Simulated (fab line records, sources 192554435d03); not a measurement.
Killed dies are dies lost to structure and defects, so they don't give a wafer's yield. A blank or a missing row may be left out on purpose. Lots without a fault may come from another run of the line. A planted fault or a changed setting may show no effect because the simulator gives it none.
Split-lot experiment | flow n5_finfet | 7 lots, 21 wafers read, on a route of 1938 steps

THE SPLIT
At N5_BEOL_M8_VIA_ETCH_34 (etches SiCOH lowk in C4F6/O2, target depth 125.5 nm, time 50.5 s), the setting source_w was moved away from the recipe's 345 W on 7 of the 21 wafers read, by -16.8% to +13.8%. The other wafers ran this setting at the recipe's value.

The reading is taken at the split's own step.

THE READING
rf_vpp_V, in V, at N5_BEOL_M8_VIA_ETCH_34 (etches SiCOH lowk in C4F6/O2, target depth 125.5 nm, time 50.5 s). Fault-free wafers of this fab line usually give 661 V, standard deviation 11 V.

wafer  | tool, chamber at the split | source_w as run, W | against the recipe | rf_vpp_V, V | against lot-mates on the recipe
L074.2 | rie_diel-06, 1             | 345                | recipe             | 671         | -
L074.3 | rie_diel-06, 3             | 364.4              | +5.6%              | 635         | -36
L074.6 | rie_diel-06, 3             | 364.4              | +5.6%              | 635         | -36
L076.1 | rie_diel-06, 1             | 345                | recipe             | 669         | -
L076.2 | rie_diel-06, 3             | 304.4              | -11.8%             | 696         | +27
L076.5 | rie_diel-06, 3             | 304.4              | -11.8%             | 695         | +26
L083.2 | rie_diel-03, 1             | 345                | recipe             | 654         | -
L083.3 | rie_diel-03, 3             | 345                | recipe             | 649         | -
L083.5 | rie_diel-03, 2             | 345                | recipe             | 660         | -
L084.1 | rie_diel-06, 0             | 345                | recipe             | 680         | -
L084.3 | rie_diel-06, 1             | 345                | recipe             | 669         | -
L084.6 | rie_diel-06, 1             | 345                | recipe             | 669         | -
L092.1 | rie_diel-03, 2             | 392.5              | +13.8%             | 616         | -44
L092.4 | rie_diel-03, 0             | 345                | recipe             | 673         | -
L092.6 | rie_diel-03, 3             | 345                | recipe             | 648         | -
L095.1 | rie_diel-03, 0             | 287                | -16.8%             | 740         | +84
L095.2 | rie_diel-03, 2             | 345                | recipe             | 656         | -
L095.4 | rie_diel-03, 1             | 287                | -16.8%             | 718         | +62
L094.1 | rie_diel-03, 2             | 345                | recipe             | 657         | -
L094.3 | rie_diel-03, 3             | 345                | recipe             | 647         | -
L094.5 | rie_diel-03, 3             | 345                | recipe             | 647         | -

THE FIT
A straight line over all 21 wafers: rf_vpp_V changes by -3.68 V for each +1% of source_w; r = -0.93; the points scatter about the line by 11 V.
The same after taking each lot's own level away (the mean of its wafers on the recipe; 21 wafers): -3.8 V for each +1%; r = -0.94; scatter 10 V.
On that fit, the largest move of source_w shifts the reading by 64 V.
The lots' own levels span 650.3 to 672.7 V, that is 2.0 times the standard deviation above.
So the lot-to-lot level changes the slope little: the two slopes agree.
Check: with one of the wafers moved furthest among these (-16.8%) left out of the fit, the line predicts +53.7 V for it against its lot-mates. It came out at +84 V against them.
Tool readings at the split's step, against how far the setting was moved: rf_vpp_V r = -0.93.

OTHER SPLITS ON THESE WAFERS
These wafers also went through other splits before the reading. Each is held against what the fit with the lots' levels taken away leaves over:
other split on the same wafers     | wafers away from the commonest value | r with rf_vpp_V (lot level and that fit taken away)
N5_BEOL_M6_EXPOSE_25 dose_mj       | 9                                    | -0.08
N5_BEOL_M7_TRENCH_ETCH_37 source_w | 9                                    | -0.50
N5_BEOL_M7_ETCH_41 source_w        | 7                                    | -0.28

THE FILE'S OWN FIT
rf_vpp_V changes by -3.66 V for each +1% of source_w, r = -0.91.
